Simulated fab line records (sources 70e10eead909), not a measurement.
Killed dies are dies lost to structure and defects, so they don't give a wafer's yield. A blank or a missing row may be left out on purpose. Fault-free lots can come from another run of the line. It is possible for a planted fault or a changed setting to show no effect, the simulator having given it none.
Chamber matching    flow nand-harc    cmp-01 running NHARC_A_M0_CMP_23: 4 sister chambers
The step polishes, t overpolish 20 s, target thk 113.75 nm. 4 wafers are shown with their chamber, then 11 later ones without.

WAFERS, EACH WITH ITS CHAMBER
wafer   chamber  motor-current-A (A)
L081.5  1        13.0
L084.1  2        13.0
L084.5  0        10.5
L087.2  3        13.3

WAFERS MISSING THEIR CHAMBER
wafer   motor-current-A (A)
L087.5  10.4
L087.6  13.0
L090.1  14.0
L090.2  10.6
L090.5  13.0
L093.3  13.0
L093.5  12.7
L093.6  12.9
L094.2  13.6
L094.3  14.5
L094.4  10.5

CHAMBER TAKEN BY EACH
wafer   from the rows above           in truth
L087.5  0                             0
L087.6  can't be placed: 1 or 2 or 3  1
L090.1  can't be placed: 3 or 1 or 2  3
L090.2  0                             0
L090.5  can't be placed: 1 or 2 or 3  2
L093.3  can't be placed: 1 or 2 or 3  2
L093.5  can't be placed: 1 or 2 or 3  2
L093.6  can't be placed: 1 or 2 or 3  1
L094.2  can't be placed: 3 or 1 or 2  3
L094.3  can't be placed: 3 or 1 or 2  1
L094.4  0                             0
3 of 11 placed correctly. From these rows, 8 cannot be placed; in 8 the true chamber is one of the candidates. Number placed wrongly: 0.
How it was worked out, from the rows above alone: a wafer's distance from a chamber is the root of the sum, over the readings, of the square of ((its reading less the chamber's mean) divided by the reading's scatter). The wafer belongs to the nearest chamber; if the next one is less than 2 further off, it can't be placed. Each chamber's mean is taken over the wafers shown for it. The scatter: with one shown wafer a chamber, the root of the mean of the squares of how far each hidden wafer lies from its nearest shown one.
